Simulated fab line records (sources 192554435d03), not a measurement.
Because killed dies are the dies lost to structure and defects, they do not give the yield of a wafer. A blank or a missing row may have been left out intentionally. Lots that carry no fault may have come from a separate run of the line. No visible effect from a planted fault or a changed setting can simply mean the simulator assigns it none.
fab line records + flow n5Finfet
record
- lots=11
- wafers=33
- lastDay=17
route steps=1938 shown BEOL_M13@1694 TV_OPEN@1890 PASSIVATION@1906
lots that met no fault: from a run of the same line without faults
startH: start of the lot's first displayed wafer, in hours after the record's first day + waitH: time in hours since the lot's previous step + " repeats the value in the row above + L1.1+2: a row that stands for several wafers + - no value present, or no start provided + * or withheld: withheld + < > ~ a bound
route shown NAME@n: NAME is a module with steps in the file, n the number in the route of the first one + usual: the fault-free wafers' mean and standard deviation + same: alike in all rows + chamber/n: place in a boat + sites: the reading at each site + _std_site: standard deviation across them + _edge_site: outer sites' mean less inner sites' + radiusMm: for every site, how far away it sits from the centre of the wafer + mask NAME#n: copy n + behind: the most recent tool/chamber to have shaped the wafer + hold: what put the lot on hold/how long, in hours/how the hold closed + device: which transistor (n, p or np) failed to switch + end of line: the tests these same wafers got at the end of their route + for a step that has no rows: nothing shown but its recipe + killed: dies that structure and defects cost at the first sort, which is not the same as the wafer's yield + map: a wafer's dies, x killed, . not, _ none there
set.NAME: the setting that was run; set.NAME@STEP: the one run at that earlier step + model.NAME: the simulator's own value behind a step, which no gauge read
the route's steps for a sample of lots (tables are steps, rows are wafers)
services: when a tool's chamber went out of use (startH, in hours from the record's first day, below 0 if earlier), for how many hours, and the reason
## steps
# step N5_BEOL_M13_ETCH_68
# recipe
- chemistry=N2/H2
- target=SOC
- maskMaterial=SiARC
- sourceW=3000
- biasW=350
- tempC=40
- timeS=355
- ionEnergyEv=200
- pressureMtorr=30
- n2FlowSccm=200
- h2FlowSccm=200
# usual
- drypumpMotorCurrentA=5.5/0.42
- h2FlowSccm=200.0/0.57
- oesProductAu=0.78/0.076
- rfVppV=523.8/2.2
- showerheadPlenumPTorr=2.53/0.078
- throttleValvePct=17.79/0.19
| lot.wafer | tool       | chamber | startH | waitH | drypumpMotorCurrentA | h2FlowSccm | oesProductAu | rfHoursCounterH | rfVppV | showerheadPlenumPTorr | throttleValvePct |
|-----------|------------|---------|--------|-------|----------------------|------------|--------------|-----------------|--------|-----------------------|------------------|
| L277.1    | rieDiel-03 | 3       | 252.99 | 0.1   | 6.2                  | 200.6      | 0.79         | 94              | 520.6  | 2.46                  | 17.69            |
| L277.4    | "          | 1       | "      | "     | 5.3                  | 200.0      | 0.70         | 229             | 525.2  | 2.61                  | 17.89            |
| L277.6    | "          | 3       | "      | "     | 6.2                  | 199.8      | 0.80         | -               | 521.3  | 2.46                  | 17.70            |
| L276.1    | rieDiel-04 | 3       | 261.58 | 0.1   | 5.3                  | 199.8      | 0.70         | 191             | 525.4  | 2.63                  | 18.07            |
| L276.3    | "          | 0       | "      | "     | 5.6                  | 200.8      | 0.73         | 191             | 524.0  | 2.53                  | 17.99            |
| L276.4    | "          | 1       | "      | "     | 4.9                  | 199.9      | 0.83         | 80              | 527.0  | 2.68                  | 17.90            |
| L278.1    | rieDiel-03 | 0       | 278.95 | 0.1   | 5.6                  | 199.8      | 0.72         | 208             | 523.6  | 2.52                  | 17.60            |
| L278.5    | "          | 1       | "      | "     | 5.2                  | 199.5      | 0.69         | -               | 527.2  | 2.60                  | 17.91            |
| L278.6    | "          | 0       | "      | "     | 5.6                  | 199.7      | 0.72         | -               | 523.1  | 2.52                  | 17.59            |
| L279.1    | rieDiel-05 | 3       | 290.03 | 0.1   | 5.8                  | 200.3      | 0.71         | 176             | 524.5  | 2.53                  | 17.85            |
| L279.3    | "          | 1       | "      | "     | 5.8                  | 200.8      | 0.71         | 199             | 520.3  | 2.42                  | 17.66            |
| L279.4    | "          | 1       | "      | "     | 5.8                  | 200.9      | 0.71         | -               | 521.8  | 2.42                  | 17.66            |
| L280.2    | rieDiel-04 | 1       | 291.29 | 0.1   | 4.9                  | 199.6      | 0.82         | 87              | 528.2  | 2.68                  | 17.92            |
| L280.3    | "          | 3       | "      | "     | 5.3                  | 199.8      | 0.69         | 198             | 525.2  | 2.63                  | 18.07            |
| L280.4    | "          | 0       | "      | "     | 5.6                  | 198.9      | 0.73         | 198             | 524.3  | 2.53                  | 18.02            |
| L286.3    | rieDiel-05 | 3       | 323.62 | 0.1   | 5.8                  | 199.3      | 0.71         | 186             | 522.6  | 2.53                  | 17.86            |
| L286.4    | "          | 0       | "      | "     | 4.7                  | 199.8      | 0.95         | 7               | 525.7  | 2.61                  | 17.66            |
| L286.6    | "          | 1       | "      | "     | 5.8                  | 200.1      | 0.70         | -               | 520.1  | 2.42                  | 17.72            |
| L281.4    | rieDiel-05 | 2       | 329.64 | 0.1   | 6.1                  | 200.1      | 0.74         | 182             | 523.7  | 2.53                  | 17.74            |
| L281.5    | "          | 2       | "      | "     | 6.1                  | 200.9      | 0.74         | -               | 525.1  | 2.53                  | 17.76            |
| L281.6    | "          | 3       | "      | "     | 5.8                  | 199.9      | 0.70         | -               | 523.8  | 2.53                  | 17.88            |
| L287.1    | rieDiel-05 | 3       | 338.06 | 0.1   | 5.8                  | 200.9      | 0.71         | 190             | 522.7  | 2.52                  | 17.88            |
| L287.2    | "          | 1       | "      | "     | 5.8                  | 200.2      | 0.70         | 212             | 521.7  | 2.42                  | 17.70            |
| L287.4    | "          | 2       | "      | "     | 6.1                  | 199.9      | 0.73         | 185             | 523.0  | 2.53                  | 17.75            |
| L290.1    | rieDiel-04 | 0       | 367.22 | 0.1   | 5.7                  | 199.9      | 0.71         | 220             | 522.8  | 2.52                  | 18.05            |
| L290.2    | "          | 2       | "      | "     | 5.3                  | 200.1      | 0.84         | 71              | 522.5  | 2.47                  | 17.51            |
| L290.3    | "          | 1       | "      | "     | 4.9                  | 201.0      | 0.80         | 110             | 527.6  | 2.67                  | 17.95            |
| L294.2    | rieDiel-04 | 1       | 374.48 | 0.1   | 4.9                  | 200.0      | 0.79         | 114             | 528.2  | 2.66                  | 17.96            |
| L294.4    | "          | 2       | "      | "     | 5.3                  | 201.0      | 0.84         | -               | 522.2  | 2.47                  | 17.52            |
| L294.6    | "          | 1       | "      | "     | 4.9                  | 199.7      | 0.79         | -               | 527.6  | 2.66                  | 17.97            |
| L293.2    | rieDiel-03 | 1       | 375.17 | 0.1   | 5.2                  | 200.2      | 0.93         | 12              | 525.9  | 2.59                  | 17.52            |
| L293.5    | "          | 1       | "      | "     | 5.3                  | 199.6      | 0.93         | -               | 526.4  | 2.59                  | 17.52            |
| L293.6    | "          | 2       | "      | "     | 5.4                  | 200.1      | 0.83         | -               | 521.8  | 2.47                  | 17.77            |
# step N5_PASSIVATION_ETCH_15
# recipe
- chemistry=CF4/N2
- target=SiCN
- targetDepthA=750
- taperDeg=2
- timeS=81.2
- ionEnergyEv=150
- maskMaterial=SiNx
- pressureMtorr=40
- sourceW=430
- biasW=70
- Ar_flow_sccm=100
- cf4FlowSccm=60
- n2FlowSccm=60
# usual
- drypumpMotorCurrentA=5.5/0.43
- oesProductAu=0.77/0.074
- rfVppV=382.1/1.6
- showerheadPlenumPTorr=2.20/0.067
- throttleValvePct=15.46/0.16
| lot.wafer | tool       | chamber | startH | waitH | drypumpMotorCurrentA | oesProductAu | rfHoursCounterH | rfVppV | showerheadPlenumPTorr | throttleValvePct |
|-----------|------------|---------|--------|-------|----------------------|--------------|-----------------|--------|-----------------------|------------------|
| L277.1    | rieDiel-05 | 1       | -      | -     | 5.8                  | 0.71         | 197             | 379.4  | 2.11                  | 15.38            |
| L277.4    | "          | 3       | "      | "     | 5.8                  | 0.71         | -               | 382.6  | 2.20                  | 15.52            |
| L277.6    | "          | 2       | "      | "     | 6.1                  | 0.74         | -               | 382.1  | 2.20                  | 15.45            |
| L276.1    | rieDiel-03 | 1       | -      | -     | 5.2                  | 0.69         | 242             | 384.4  | 2.26                  | 15.67            |
| L276.3    | "          | 2       | "      | "     | 5.4                  | 0.88         | 50              | 381.0  | 2.16                  | 15.36            |
| L276.4    | "          | 3       | "      | "     | 6.2                  | 0.79         | 104             | 380.7  | 2.13                  | 15.43            |
| L278.1    | rieDiel-05 | 2       | -      | -     | 6.1                  | 0.74         | 175             | 382.0  | 2.20                  | 15.44            |
| L278.5    | "          | 1       | "      | "     | 5.8                  | 0.70         | -               | 380.5  | 2.11                  | 15.40            |
| L278.6    | "          | 2       | "      | "     | 6.1                  | 0.74         | -               | 382.1  | 2.20                  | 15.45            |
| L279.1    | rieDiel-04 | 1       | -      | -     | 4.9                  | 0.82         | 94              | 385.1  | 2.32                  | 15.49            |
| L279.3    | "          | 2       | "      | "     | 5.3                  | 0.87         | 56              | 379.8  | 2.16                  | 15.19            |
| L279.4    | "          | 1       | "      | "     | 4.9                  | 0.83         | -               | 384.6  | 2.32                  | 15.47            |
| L280.2    | rieDiel-04 | 3       | -      | -     | 5.2                  | 0.68         | 206             | 383.6  | 2.28                  | 15.73            |
| L280.3    | "          | 1       | "      | "     | 4.9                  | 0.83         | 95              | 383.9  | 2.32                  | 15.48            |
| L280.4    | "          | 0       | "      | "     | 5.6                  | 0.72         | 204             | 382.4  | 2.19                  | 15.53            |
| L286.3    | rieDiel-05 | 2       | -      | -     | 6.1                  | 0.73         | 188             | 382.8  | 2.20                  | 15.47            |
| L286.4    | "          | 1       | "      | "     | 5.8                  | 0.70         | 216             | 380.5  | 2.10                  | 15.43            |
| L286.6    | "          | 2       | "      | "     | 6.1                  | 0.73         | -               | 380.8  | 2.20                  | 15.49            |
| L281.4    | rieDiel-04 | 2       | -      | -     | 5.3                  | 0.85         | 67              | 381.4  | 2.15                  | 15.18            |
| L281.5    | "          | 1       | "      | "     | 4.9                  | 0.81         | -               | 383.1  | 2.32                  | 15.52            |
| L281.6    | "          | 0       | "      | "     | 5.6                  | 0.72         | -               | 379.9  | 2.18                  | 15.55            |
| L287.1    | rieDiel-04 | 2       | -      | -     | 5.3                  | 0.84         | 70              | 381.2  | 2.15                  | 15.19            |
| L287.2    | "          | 0       | "      | "     | 5.7                  | 0.72         | 219             | 380.9  | 2.18                  | 15.56            |
| L287.4    | "          | 0       | "      | "     | 5.7                  | 0.71         | -               | 381.8  | 2.18                  | 15.56            |
| L290.1    | rieDiel-05 | 2       | -      | -     | 6.1                  | 0.72         | 201             | 380.6  | 2.19                  | 15.50            |
| L290.2    | "          | 3       | "      | "     | 5.8                  | 0.69         | 205             | 382.7  | 2.19                  | 15.59            |
| L290.3    | "          | 0       | "      | "     | 4.7                  | 0.89         | 27              | 383.2  | 2.25                  | 15.21            |
| L294.2    | rieDiel-04 | 1       | -      | -     | 4.9                  | 0.80         | 125             | 384.3  | 2.31                  | 15.56            |
| L294.4    | "          | 2       | "      | "     | 5.3                  | 0.82         | -               | 380.5  | 2.15                  | 15.24            |
| L294.6    | "          | 3       | "      | "     | 5.3                  | 0.66         | -               | 384.1  | 2.27                  | 15.78            |
| L293.2    | rieDiel-04 | 1       | -      | -     | 4.8                  | 0.79         | 127             | 384.8  | 2.31                  | 15.58            |
| L293.5    | "          | 2       | "      | "     | 5.3                  | 0.82         | -               | 380.7  | 2.15                  | 15.23            |
| L293.6    | "          | 3       | "      | "     | 5.2                  | 0.66         | -               | 383.4  | 2.27                  | 15.78            |
# step N5_PASSIVATION_OVL_MEAS_63
# recipe
- pointsPerWafer=44
# usual
- PAD_OVL=0/6.1
| lot.wafer | tool       | chamber | startH | waitH | PAD_OVL[nm] |
|-----------|------------|---------|--------|-------|-------------|
| L277.1    | overlay-01 | 0       | 283.96 | 0.0   | 3           |
| L277.4    | "          | 0       | "      | "     | 11          |
| L277.6    | "          | 0       | "      | "     | 9           |
| L276.1    | overlay-01 | 0       | 302.48 | 0.0   | 5           |
| L276.3    | "          | 0       | "      | "     | -2          |
| L276.4    | "          | 0       | "      | "     | 4           |
| L278.1    | overlay-01 | 0       | 302.93 | 0.0   | 6           |
| L278.5    | "          | 0       | "      | "     | -1          |
| L278.6    | "          | 0       | "      | "     | 1           |
| L279.1    | overlay-01 | 0       | 319.37 | 0.0   | 6           |
| L279.3    | "          | 0       | "      | "     | -9          |
| L279.4    | "          | 0       | "      | "     | 1           |
| L280.2    | overlay-01 | 0       | 319.79 | 0.0   | 5           |
| L280.3    | "          | 0       | "      | "     | -1          |
| L280.4    | "          | 0       | "      | "     | 0           |
| L286.3    | overlay-02 | 0       | 349.68 | 0.0   | 7           |
| L286.4    | "          | 0       | "      | "     | 9           |
| L286.6    | "          | 0       | "      | "     | 11          |
| L281.4    | overlay-02 | 0       | 355.09 | 0.0   | -7          |
| L281.5    | "          | 0       | "      | "     | 0           |
| L281.6    | "          | 0       | "      | "     | 7           |
| L287.1    | overlay-02 | 0       | 366.88 | 0.0   | -4          |
| L287.2    | "          | 0       | "      | "     | 5           |
| L287.4    | "          | 0       | "      | "     | 7           |
| L290.1    | overlay-02 | 0       | 389.36 | 0.0   | -3          |
| L290.2    | "          | 0       | "      | "     | 7           |
| L290.3    | "          | 0       | "      | "     | 6           |
| L294.2    | overlay-02 | 0       | 400.57 | 0.0   | 9           |
| L294.4    | "          | 0       | "      | "     | 8           |
| L294.6    | "          | 0       | "      | "     | 9           |
| L293.2    | overlay-02 | 0       | 405.81 | 0.0   | -3          |
| L293.5    | "          | 0       | "      | "     | 5           |
| L293.6    | "          | 0       | "      | "     | 0           |
# step N5_PASSIVATION_PROBE_49
# usual
- defectLimitedYield=91.5/1.4
- killed_at_M0_to_M3=32/9.8
- killed_at_M4_up=13/5.3
- killedAtContacts=13/6.4
- killedAtFrontEnd=39/10
- killedAtOther=3.1/2.5
- killedDies=100/17
- killedOnRim=13/3.9
- killedOpen=65/13
- killedShort=33/7.7
- sort_bin_5_function=5.0/0.93
- sort_bin_6_memory=3.2/0.69
- sortNPass=1080/17
- sortYieldPct=91.5/1.4
# same
- grossDies=1180
- killedAtBackSide=0
- sort_bin_4_leakage[%]=0
- sort_bin_8_speed[%]=0
| lot.wafer | tool      | chamber | startH | waitH | defectLimitedYield[%] | killed_at_M0_to_M3 | killed_at_M4_up | killedAtContacts | killedAtFrontEnd | killedAtOther | killedDies | killedOnRim | killedOpen | killedShort | sort_bin_5_function[%] | sort_bin_6_memory[%] | sortNPass | sortYieldPct[%] |
|-----------|-----------|---------|--------|-------|-----------------------|--------------------|-----------------|------------------|------------------|---------------|------------|-------------|------------|-------------|------------------------|----------------------|-----------|-----------------|
| L287.1    | prober-01 | -       | 371.78 | 0.0   | 90.2                  | 20                 | 54              | 7                | 35               | 0             | 116        | 29          | 42         | 25          | 5.7                    | 2.4                  | 1064      | 90.2            |
| L287.2    | prober-01 | -       | 371.83 | 0.1   | 92.9                  | 15                 | 17              | 9                | 39               | 4             | 84         | 12          | 54         | 29          | 4.5                    | 2.5                  | 1096      | 92.9            |
| L287.4    | prober-01 | -       | 371.93 | 0.2   | 93.1                  | 23                 | 8               | 11               | 35               | 4             | 81         | 10          | 56         | 23          | 4.6                    | 1.9                  | 1099      | 93.1            |
| L294.2    | prober-01 | -       | 405.85 | 0.1   | 92.9                  | 33                 | 9               | 15               | 25               | 2             | 84         | 11          | 52         | 32          | 4.6                    | 2.2                  | 1096      | 92.9            |
| L294.4    | prober-01 | -       | 405.95 | 0.2   | 93.2                  | 31                 | 5               | 9                | 25               | 10            | 80         | 8           | 41         | 39          | 3.8                    | 2.5                  | 1100      | 93.2            |
| L294.6    | prober-01 | -       | 406.05 | 0.3   | 92.5                  | 31                 | 12              | 8                | 28               | 10            | 89         | 16          | 45         | 44          | 4.3                    | 2.9                  | 1091      | 92.5            |
| L293.2    | prober-01 | -       | 410.95 | 0.1   | 92.1                  | 31                 | 13              | 9                | 36               | 4             | 93         | 11          | 62         | 31          | 4.6                    | 3.0                  | 1087      | 92.1            |
| L293.5    | prober-01 | -       | 411.10 | 0.2   | 91.9                  | 35                 | 12              | 13               | 30               | 5             | 95         | 10          | 64         | 31          | 5.1                    | 2.5                  | 1085      | 91.9            |
| L293.6    | prober-01 | -       | 411.15 | 0.3   | 93.1                  | 24                 | 13              | 17               | 27               | 1             | 82         | 9           | 60         | 22          | 4.2                    | 2.7                  | 1098      | 93.1            |
# killed by level:class
L287.1 BEOL_M13:unspecified=49 FIN_SAQP:geometricParticle:short=8 FIN_SAQP:geometricParticle:open=6 BEOL_M0_SAQP:geometricParticle:open=6 GATE_CUT:geometricParticle:short=5 MOL_CONTACT_COAG:geometricParticle:open=5 BEOL_M0:geometricParticle:open=4 BEOL_M2:geometricParticle:open=4
L287.2 FIN_SAQP:geometricParticle:open=7 MOL_CONTACT_COAG:geometricParticle:open=7 BEOL_M0_SAQP:geometricParticle:open=7 BEOL_M4:geometricParticle:open=7 FIN_SAQP:geometricParticle:short=6 STI_FIN_REVEAL:geometricParticle:open=5 STARTING-WAFER:geometricParticle:short=5 DUMMY_GATE:geometricParticle:open=4
L287.4 STI_FIN_REVEAL:geometricParticle:open=10 MOL_CONTACT_COAG:geometricParticle:open=10 BEOL_M2:geometricParticle:open=9 FIN_SAQP:geometricParticle:short=6 BEOL_M0_SAQP:geometricParticle:open=5 BEOL_M3:geometricParticle:open=4 ILD0:geometricParticle:short=3 GATE_CUT:geometricParticle:short=3
L294.2 BEOL_M0_SAQP:geometricParticle:short=15 MOL_CONTACT_COAG:geometricParticle:open=12 BEOL_M0_SAQP:geometricParticle:open=11 STI_FIN_REVEAL:geometricParticle:open=8 BEOL_M4:geometricParticle:open=5 FIN_SAQP:geometricParticle:short=3 GATE_CUT:geometricParticle:short=3 MOL_CONTACT_COAG:geometricParticle:short=3
L294.4 BEOL_M0_SAQP:geometricParticle:short=12 BEOL_M0_SAQP:geometricParticle:open=11 MOL_CONTACT_COAG:geometricParticle:open=7 FIN_SAQP:geometricParticle:open=6 GATE_CUT:geometricParticle:short=6 FIN_SAQP:geometricParticle:short=3 STI_FIN_REVEAL:geometricParticle:open=3 BEOL_M1:geometricParticle:short=3
L294.6 BEOL_M0_SAQP:geometricParticle:short=12 FIN_SAQP:geometricParticle:short=7 STI_FIN_REVEAL:geometricParticle:open=7 MOL_CONTACT_COAG:geometricParticle:open=6 GATE_CUT:geometricParticle:short=5 BEOL_M0_SAQP:geometricParticle:open=5 BEOL_M4:geometricParticle:short=5 BEOL_M1:geometricParticle:short=4
L293.2 BEOL_M2:geometricParticle:open=9 MOL_CONTACT_COAG:geometricParticle:open=8 BEOL_M4:geometricParticle:open=8 DUMMY_GATE:geometricParticle:open=6 FIN_SAQP:geometricParticle:open=5 STI_FIN_REVEAL:geometricParticle:open=5 BEOL_M1:geometricParticle:open=5 BEOL_M3:geometricParticle:open=5
L293.5 BEOL_M0_SAQP:geometricParticle:open=8 BEOL_M0_SAQP:geometricParticle:short=8 STI_FIN_REVEAL:geometricParticle:open=7 MOL_CONTACT_COAG:geometricParticle:open=7 FIN_SAQP:geometricParticle:open=6 MOL_CONTACT_COAG:geometricParticle:short=6 FIN_SAQP:geometricParticle:short=5 BEOL_M3:geometricParticle:open=5
L293.6 MOL_CONTACT_COAG:geometricParticle:open=13 FIN_SAQP:geometricParticle:open=5 BEOL_M0:geometricParticle:open=5 BEOL_M2:geometricParticle:open=5 STARTING-WAFER:geometricParticle:open=5 STI_FIN_REVEAL:geometricParticle:open=4 MOL_CONTACT_COAG:geometricParticle:short=4 BEOL_M0_SAQP:geometricParticle:open=4
## services
| tool       | chamber | startH | hours | kind                        |
|------------|---------|--------|-------|-----------------------------|
| rieDiel-03 | 3       | 260.74 | 9.0   | repair                      |
| rieDiel-05 | -       | 265.48 | 2.8   | pm                          |
| rieDiel-05 | 0       | 278.99 | -     | clean                       |
| rieDiel-05 | 0       | 278.99 | -     | consumableReplace:focusRing |
| rieDiel-05 | 0       | 278.99 | 22.2  | scheduledDown               |
| rieDiel-05 | 0       | 278.99 | 22.2  | ventCycle                   |
| rieDiel-04 | 0       | 312.76 | 5.1   | repair                      |
| rieDiel-03 | 1       | 323.78 | -     | clean                       |
| rieDiel-03 | 1       | 323.78 | -     | consumableReplace:focusRing |
| rieDiel-03 | 1       | 323.78 | 14.6  | scheduledDown               |
| rieDiel-03 | 1       | 323.78 | 14.6  | ventCycle                   |
| rieDiel-03 | 0       | 340.47 | 4.7   | repair                      |
| rieDiel-05 | -       | 395.99 | 27.4  | repair                      |
| rieDiel-04 | 0       | 398.22 | 5.7   | repair                      |
## key
firstSign
- step=N5_PASSIVATION_PROBE_49
- reading=killed_at_M4_up
- direction=up
- sigmas=7.8
- usual=13
- struck=54
effect
- step=N5_PASSIVATION_PROBE_49
- reading=killedOnRim
- direction=up
- sigmas=4.1
- usual=13
- struck=29
moreKillsBornAt
- N5_BEOL_M13_ETCH_68@rieDiel-05=49
metAt N5_BEOL_M13_ETCH_68
struckLots L287
struckWafers L287.1
notActingAt N5_PASSIVATION_ETCH_15,N5_PASSIVATION_OVL_MEAS_63
onsetBetween 329.64 338.06
fault
- kind=chamberParticleSource
- tool=rieDiel-05
- chamber=3
- onsetH=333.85
- steps=N5_BEOL_M13_ETCH_68
- ratePerVisitCm2=0.94693
- endH=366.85
